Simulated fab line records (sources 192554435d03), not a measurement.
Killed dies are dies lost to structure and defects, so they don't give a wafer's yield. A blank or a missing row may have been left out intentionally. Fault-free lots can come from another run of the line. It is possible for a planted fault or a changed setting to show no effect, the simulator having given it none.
fab line records :: flow n5Finfet
record
  lots=5
  wafers=15
  lastDay=17
route steps=1938 shown BEOL_M9@1417
lots that met no fault: taken from a fault-free run of the same line
startH: start of the lot's first displayed wafer, in hours after the record's first day :: waitH: time in hours since the lot's previous step :: " unchanged from the row above :: L1.1+2: one row covering several wafers at once :: - no value present, or no start provided :: * or withheld: withheld :: < > ~ a bound
route shown NAME@n: NAME is a module with steps in the file, n the number in the route of the first one :: usual: mean/standard deviation taken from wafers without a fault :: same: alike in all rows :: chamber/n: place in a boat :: sites: each site's reading :: _std_site: their standard deviation :: _edge_site: mean of outer sites minus mean of inner sites :: radiusMm: how far each site lies from the wafer's centre :: mask NAME#n: copy n :: behind: the tool/chamber that last shaped the wafer :: hold: what put the lot on hold/how long, in hours/how the hold closed :: device: which transistor (n, p or np) failed to switch :: end of line: tests of these same wafers at the route's end :: step lacking rows: just its recipe :: killed: the dies lost at the first sort to structure and to defects; this is not the yield of the wafer :: map: a wafer's dies, x killed, . not, _ none there
set.NAME: the setting the step ran with; set.NAME@STEP: the setting that earlier step ran with :: model.NAME: the simulator's own value behind a step, which no gauge read
lots at selected steps of the route; one table per step, one row per wafer
services: a tool's chamber out of use, with start hour (startH, from the record's first day; less than 0 if before it), hours out, and reason
## steps
# step N5_BEOL_M9_DESCUM_16
# recipe
  chemistry=O2
  timeS=7.9
  sourcePowerW=50
  biasPowerW=20
  pressureMtorr=20
  rfFrequencyHz=2.712e+07
  tempC=40
  resist=CAR-ArF
  o2FlowSccm=225
# step N5_BEOL_M9_ETCH_61
# recipe
  chemistry=CF4
  target=SiARC
  targetDepthA=390
  maskMaterial=CAR-ArF
  timeS=65
  ionEnergyEv=80
  pressureMtorr=40
  sourceW=545
  biasW=36
  Ar_flow_sccm=100
  cf4FlowSccm=100
  ends=cleared
# step N5_BEOL_M9_ETCH_62
# recipe
  chemistry=N2/H2
  target=SOC
  targetDepthA=1100
  overetchA=220
  maskMaterial=SiARC
  tempC=40
  timeS=165
  ionEnergyEv=200
  pressureMtorr=30
  sourceW=840
  biasW=150
  n2FlowSccm=200
  h2FlowSccm=200
# step N5_BEOL_M9_STRIP_68
# recipe
  chemistry=N2/H2
  tempC=40
  n2FlowSccm=200
  h2FlowSccm=200
  rfFrequencyHz=6e+07
# step N5_BEOL_M9_STRIP_67
# recipe
  chemistry=CF4
  resist=SiARC
  powerW=300
  biasPowerW=75
  pressureMtorr=50
  cf4FlowSccm=150
  rfFrequencyHz=6e+07
# step N5_BEOL_M9_HM_OPEN_17
# recipe
  chemistry=Cl2/BCl3
  targetDepthA=200
  overetchA=60
  target=TiN
  maskMaterial=SOC
  ionEnergyEv=150
  pressureMtorr=10
  icpW=1000
  biasW=126
  Cl2_flow_sccm=53.25
  bcl3FlowSccm=21.75
  Ar_flow_sccm=25
# step N5_BEOL_M9_STRIP_19
# recipe
  chemistry=O2
  powerW=400
  tempC=40
  pressureMtorr=30
  rfFrequencyHz=6e+07
  biasPowerW=0
  overashFraction=0.2
  o2FlowSccm=225
# step N5_BEOL_M9_COAT_63
# recipe
  resist=SOC
  tempC=250
  timeS=60
  spinRpm=1500
  resistThkNm=60
# step N5_BEOL_M9_COAT_64
# recipe
  resist=SiARC
  tempC=220
  timeS=60
  spinRpm=1500
  resistThkNm=12
# step N5_BEOL_M9_COAT_75
# recipe
  resist=underlayer
  tempC=205
  timeS=60
  spinRpm=1500
  resistThkNm=5
# usual
  dispensePressureKPa=50.8/2.6
  spinSpeedRpm=1500.3/1
lot.wafer: L558.1
tool: lithoTrack-05
chamber: 0
startH: 243.09
waitH: -
dispensePressureKPa: 49.5
spinSpeedRpm: 1500.8

lot.wafer: L558.4
tool: lithoTrack-05
chamber: 0
startH: 243.09
waitH: -
dispensePressureKPa: 49.5
spinSpeedRpm: 1500.4

lot.wafer: L558.5
tool: lithoTrack-05
chamber: 0
startH: 243.09
waitH: -
dispensePressureKPa: 49.6
spinSpeedRpm: 1501.1

lot.wafer: L560.1
tool: lithoTrack-05
chamber: 0
startH: 257.82
waitH: -
dispensePressureKPa: 49.5
spinSpeedRpm: 1451.8

lot.wafer: L560.3
tool: lithoTrack-05
chamber: 0
startH: 257.82
waitH: -
dispensePressureKPa: 49.5
spinSpeedRpm: 1451.1

lot.wafer: L560.6
tool: lithoTrack-05
chamber: 0
startH: 257.82
waitH: -
dispensePressureKPa: 49.5
spinSpeedRpm: 1450.2

lot.wafer: L561.2
tool: lithoTrack-05
chamber: 0
startH: 265.54
waitH: -
dispensePressureKPa: 49.5
spinSpeedRpm: 1451.1

lot.wafer: L561.5
tool: lithoTrack-05
chamber: 0
startH: 265.54
waitH: -
dispensePressureKPa: 49.4
spinSpeedRpm: 1451.4

lot.wafer: L561.6
tool: lithoTrack-05
chamber: 0
startH: 265.54
waitH: -
dispensePressureKPa: 49.5
spinSpeedRpm: 1452.8

lot.wafer: L562.3
tool: lithoTrack-05
chamber: 0
startH: 276.28
waitH: -
dispensePressureKPa: 49.5
spinSpeedRpm: 1450.5

lot.wafer: L562.5
tool: lithoTrack-05
chamber: 0
startH: 276.28
waitH: -
dispensePressureKPa: 49.6
spinSpeedRpm: 1453.2

lot.wafer: L562.6
tool: lithoTrack-05
chamber: 0
startH: 276.28
waitH: -
dispensePressureKPa: 49.5
spinSpeedRpm: 1452.6

lot.wafer: L575.1
tool: lithoTrack-02
chamber: 0
startH: 346.11
waitH: -
dispensePressureKPa: 54.7
spinSpeedRpm: 1500.7

lot.wafer: L575.2
tool: lithoTrack-02
chamber: 0
startH: 346.11
waitH: -
dispensePressureKPa: 54.7
spinSpeedRpm: 1501.2

lot.wafer: L575.5
tool: lithoTrack-02
chamber: 0
startH: 346.11
waitH: -
dispensePressureKPa: 54.7
spinSpeedRpm: 1499.9
# step N5_BEOL_M9_COAT_22
# recipe
  resist=CAR-EUV
  spinRpm=1500
  resistThkNm=30
# step N5_BEOL_M9_EBR_24
# recipe
  solvent=PGMEA
  ebrWidthMm=1.5
# step N5_BEOL_M9_SOFTBAKE_23
# recipe
  tempC=110
  timeS=60
  resist=CAR-EUV
# step N5_BEOL_M9_EXPOSE_25
# recipe
  maskId=V8
  na=0.33
  sourceShape=annular
  sigmaInner=0.4
  sigmaOuter=0.8
  polarization=unpolarized
  doseMj=37.25
# step N5_BEOL_M9_PEB_26
# recipe
  pebTempC=100
  pebTimeS=60
  resist=CAR-EUV
# step N5_BEOL_M9_DEVELOP_27
# recipe
  developTimeS=30
  developer=TMAH
  resist=CAR-EUV
  rinseLiquid=surfactantRinse
  dry=airSpin
  devTempC=23
# step N5_BEOL_M9_DESCUM_33
# recipe
  chemistry=O2
  timeS=7
  sourcePowerW=50
  biasPowerW=20
  pressureMtorr=20
  rfFrequencyHz=2.712e+07
  tempC=40
  resist=CAR-EUV
  o2FlowSccm=225
# step N5_BEOL_M9_ETCH_76
# recipe
  chemistry=N2/H2
  target=underlayer
  targetDepthA=65
  maskMaterial=CAR-EUV
  timeS=5.2
  ionEnergyEv=200
  pressureMtorr=30
  sourceW=840
  biasW=150
  n2FlowSccm=200
  h2FlowSccm=200
  ends=cleared
# usual
  drypumpMotorCurrentA=5.9/0.58
  etchRfOnTimeS=5.25/0.2
  oesProductAu=0.66/0.061
  rfVppV=523.5/2.6
  showerheadPlenumPTorr=2.53/0.083
  throttleValvePct=17.82/0.22
lot.wafer: L558.1
tool: rieDiel-01
chamber: 2
startH: 243.63
waitH: 0.0
drypumpMotorCurrentA: 6.8
etchRfOnTimeS: 5.10
oesProductAu: 0.66
rfHoursCounterH: 140
rfVppV: 520.5
showerheadPlenumPTorr: 2.47
throttleValvePct: 17.66
model.etch.depthNm: 5.018

lot.wafer: L558.4
tool: rieDiel-01
chamber: 1
startH: 243.63
waitH: 0.0
drypumpMotorCurrentA: 6.4
etchRfOnTimeS: 5.39
oesProductAu: 0.71
rfHoursCounterH: 63
rfVppV: 525.3
showerheadPlenumPTorr: 2.56
throttleValvePct: 17.87
model.etch.depthNm: 5.016

lot.wafer: L558.5
tool: rieDiel-01
chamber: 0
startH: 243.63
waitH: 0.0
drypumpMotorCurrentA: 5.1
etchRfOnTimeS: 5.04
oesProductAu: 0.73
rfHoursCounterH: -
rfVppV: 521.9
showerheadPlenumPTorr: 2.47
throttleValvePct: 17.63
model.etch.depthNm: 5.007

lot.wafer: L560.1
tool: rieDiel-02
chamber: 2
startH: 258.26
waitH: 0.0
drypumpMotorCurrentA: 6.2
etchRfOnTimeS: 5.19
oesProductAu: 0.73
rfHoursCounterH: 42
rfVppV: 526.9
showerheadPlenumPTorr: 2.68
throttleValvePct: 17.60
model.etch.depthNm: 5.1

lot.wafer: L560.3
tool: rieDiel-02
chamber: 0
startH: 258.26
waitH: 0.0
drypumpMotorCurrentA: 5.6
etchRfOnTimeS: 5.37
oesProductAu: 0.76
rfHoursCounterH: 21
rfVppV: 524.4
showerheadPlenumPTorr: 2.62
throttleValvePct: 17.99
model.etch.depthNm: 5.083

lot.wafer: L560.6
tool: rieDiel-02
chamber: 0
startH: 258.26
waitH: 0.0
drypumpMotorCurrentA: 5.6
etchRfOnTimeS: 5.43
oesProductAu: 0.77
rfHoursCounterH: -
rfVppV: 524.6
showerheadPlenumPTorr: 2.62
throttleValvePct: 17.98
model.etch.depthNm: 5.093

lot.wafer: L561.2
tool: rieDiel-02
chamber: 3
startH: 265.96
waitH: 0.0
drypumpMotorCurrentA: 6.0
etchRfOnTimeS: 5.41
oesProductAu: 0.58
rfHoursCounterH: 204
rfVppV: 524.1
showerheadPlenumPTorr: 2.51
throttleValvePct: 18.19
model.etch.depthNm: 5.075

lot.wafer: L561.5
tool: rieDiel-02
chamber: 1
startH: 265.96
waitH: 0.0
drypumpMotorCurrentA: 5.3
etchRfOnTimeS: 5.27
oesProductAu: 0.62
rfHoursCounterH: -
rfVppV: 522.7
showerheadPlenumPTorr: 2.53
throttleValvePct: 17.83
model.etch.depthNm: 5.089

lot.wafer: L561.6
tool: rieDiel-02
chamber: 3
startH: 265.96
waitH: 0.0
drypumpMotorCurrentA: 6.0
etchRfOnTimeS: 5.50
oesProductAu: 0.58
rfHoursCounterH: -
rfVppV: 521.8
showerheadPlenumPTorr: 2.51
throttleValvePct: 18.17
model.etch.depthNm: 5.088

lot.wafer: L562.3
tool: rieDiel-04
chamber: 1
startH: 277.34
waitH: 0.0
drypumpMotorCurrentA: 5.0
etchRfOnTimeS: 5.13
oesProductAu: 0.72
rfHoursCounterH: 61
rfVppV: 523.9
showerheadPlenumPTorr: 2.60
throttleValvePct: 17.99
model.etch.depthNm: 5.111

lot.wafer: L562.5
tool: rieDiel-04
chamber: 1
startH: 277.34
waitH: 0.0
drypumpMotorCurrentA: 5.0
etchRfOnTimeS: 5.11
oesProductAu: 0.72
rfHoursCounterH: -
rfVppV: 525.6
showerheadPlenumPTorr: 2.60
throttleValvePct: 18.03
model.etch.depthNm: 5.1

lot.wafer: L562.6
tool: rieDiel-04
chamber: 2
startH: 277.34
waitH: 0.0
drypumpMotorCurrentA: 5.7
etchRfOnTimeS: 5.67
oesProductAu: 0.58
rfHoursCounterH: -
rfVppV: 520.3
showerheadPlenumPTorr: 2.43
throttleValvePct: 17.73
model.etch.depthNm: 5.097

lot.wafer: L575.1
tool: rieDiel-04
chamber: 1
startH: 346.77
waitH: 0.0
drypumpMotorCurrentA: 5.0
etchRfOnTimeS: 5.02
oesProductAu: 0.69
rfHoursCounterH: 85
rfVppV: 522.8
showerheadPlenumPTorr: 2.59
throttleValvePct: 18.05
model.etch.depthNm: 4.994

lot.wafer: L575.2
tool: rieDiel-04
chamber: 0
startH: 346.77
waitH: 0.0
drypumpMotorCurrentA: 6.1
etchRfOnTimeS: 5.52
oesProductAu: 0.59
rfHoursCounterH: 226
rfVppV: 527.4
showerheadPlenumPTorr: 2.63
throttleValvePct: 18.19
model.etch.depthNm: 4.996

lot.wafer: L575.5
tool: rieDiel-04
chamber: 0
startH: 346.77
waitH: 0.0
drypumpMotorCurrentA: 6.1
etchRfOnTimeS: 5.55
oesProductAu: 0.57
rfHoursCounterH: -
rfVppV: 525.4
showerheadPlenumPTorr: 2.63
throttleValvePct: 18.18
model.etch.depthNm: 4.982
# step N5_BEOL_M9_ETCH_65
# recipe
  chemistry=CF4
  target=SiARC
  targetDepthA=156
  maskMaterial=CAR-EUV
  timeS=26
  ionEnergyEv=80
  pressureMtorr=40
  sourceW=545
  biasW=36
  Ar_flow_sccm=100
  cf4FlowSccm=100
  ends=cleared
## services
tool: rieDiel-01
chamber: 2
startH: 220.07
hours: 16.1
kind: repair

tool: rieDiel-02
chamber: 0
startH: 264.59
hours: 16.2
kind: repair

tool: rieDiel-02
chamber: -
startH: 271.50
hours: 14.6
kind: pm

tool: rieDiel-04
chamber: 1
startH: 310.45
hours: 4.1
kind: repair

tool: lithoTrack-02
chamber: -
startH: 328.68
hours: -
kind: consumableReplace:filter
## key
firstSign
  step=N5_BEOL_M9_COAT_75
  reading=spinSpeedRpm
  direction=down
  sigmas=48
  usual=*
  struck=*
effect none on later readings
modelEffect
  step=N5_BEOL_M9_ETCH_76
  value=etch.depthNm
  without=5.011
  struck=5.093
metAt N5_BEOL_M9_COAT_75
struckWafers L560.1,L560.3,L560.6,L561.2,L561.5,L561.6,L562.3,L562.5,L562.6
baselineLoss
  step=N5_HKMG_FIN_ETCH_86
  wafers=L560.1
onsetBetween 243.09 257.82
fault
  kind=processParameterDrift
  tool=lithoTrack-05
  chamber=-
  onsetH=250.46
  steps=N5_BEOL_M9_COAT_75
  channel=spinRpm
  offset=*
  shape=step
  endH=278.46
  actsIn=*
  stated=*
# baselineLoss: these wafers lose ten dies or more at that step, a loss of the line's own and not of a fault; the sort's usual values leave them out
